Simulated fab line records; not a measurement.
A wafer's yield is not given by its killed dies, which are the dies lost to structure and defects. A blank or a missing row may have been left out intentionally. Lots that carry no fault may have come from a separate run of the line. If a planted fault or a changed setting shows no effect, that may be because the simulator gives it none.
Chamber matching    flow n5-finfet    rie-diel-03 running N5_BEOL_M0_SAQP_DESCUM_45: 4 sister chambers
The step chemistry O2, time 7 s. 20 wafers are shown with their chamber, then 10 later ones without.

EACH WAFER AND ITS CHAMBER
wafer   chamber  drypump-motor-current-A (A)  showerhead-plenum-p-Torr (Torr)  throttle-valve-pct (%)
L075.2  0        4.7                          2.05                             20.20
L075.3  2        5.3                          1.98                             20.62
L075.6  2        5.3                          1.98                             20.63
L076.1  1        6.1                          2.16                             20.48
L076.2  2        5.3                          1.98                             20.62
L076.4  1        6.0                          2.16                             20.50
L077.2  1        6.0                          2.16                             20.49
L077.5  3        5.5                          2.24                             20.22
L077.6  2        5.3                          1.98                             20.61
L085.2  1        6.0                          2.16                             20.50
L085.3  2        5.3                          1.98                             20.65
L085.4  3        5.5                          2.24                             20.25
L086.2  0        4.7                          2.05                             20.23
L086.3  3        5.5                          2.23                             20.25
L086.4  1        6.0                          2.15                             20.52
L087.1  2        5.3                          1.98                             20.64
L087.4  3        5.5                          2.23                             20.27
L087.6  2        5.3                          1.98                             20.65
L088.1  1        6.0                          2.15                             20.51
L088.2  3        5.5                          2.23                             20.26

SIGNATURES (means of the wafers above)
reading                   chamber 0  chamber 1  chamber 2  chamber 3  scatter within a chamber
drypump-motor-current-A   4.700      6.017      5.300      5.500      0.0228
showerhead-plenum-p-Torr  2.0500     2.1567     1.9800     2.2340     0.00398
throttle-valve-pct        20.2150    20.5000    20.6314    20.2500    0.0165
Rule: for each reading, subtract the chamber's mean from the wafer's reading, divide by that reading's scatter and square the result; add these up over the readings and take the root, which gives the wafer's distance from the chamber. If the next closest chamber is less than 2 further off than the closest, the wafer can't be placed; otherwise it belongs to the closest. The scatter: the root of (the sum of the squares of (reading less its chamber's mean) over the shown wafers, divided by (wafers less chambers)).

WAFERS WHOSE CHAMBER IS MISSING
wafer   drypump-motor-current-A (A)  showerhead-plenum-p-Torr (Torr)  throttle-valve-pct (%)
L088.4  5.3                          1.98                             20.64
L089.2  6.0                          2.15                             20.52
L089.3  5.3                          1.98                             20.66
L089.5  5.3                          1.98                             20.67
L094.1  4.8                          2.04                             20.23
L094.2  5.5                          2.23                             20.30
L094.3  6.0                          2.15                             20.55
L097.1  6.0                          2.15                             20.56
L097.2  5.5                          2.23                             20.29
L097.5  5.3                          2.24                             20.37

WHICH CHAMBER EACH WENT THROUGH
wafer    from the rows above   in truth
L088.4   2                     2
L089.2   1                     1
L089.3   2                     2
L089.5   2                     2
L094.1   0                     0
L094.2   3                     3
L094.3   1                     1
L097.1   1                     1
L097.2   3                     3
L097.5   3                     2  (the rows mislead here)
9 of 10 placed correctly. Left unplaced by these rows: 0. Wrongly placed: 1.
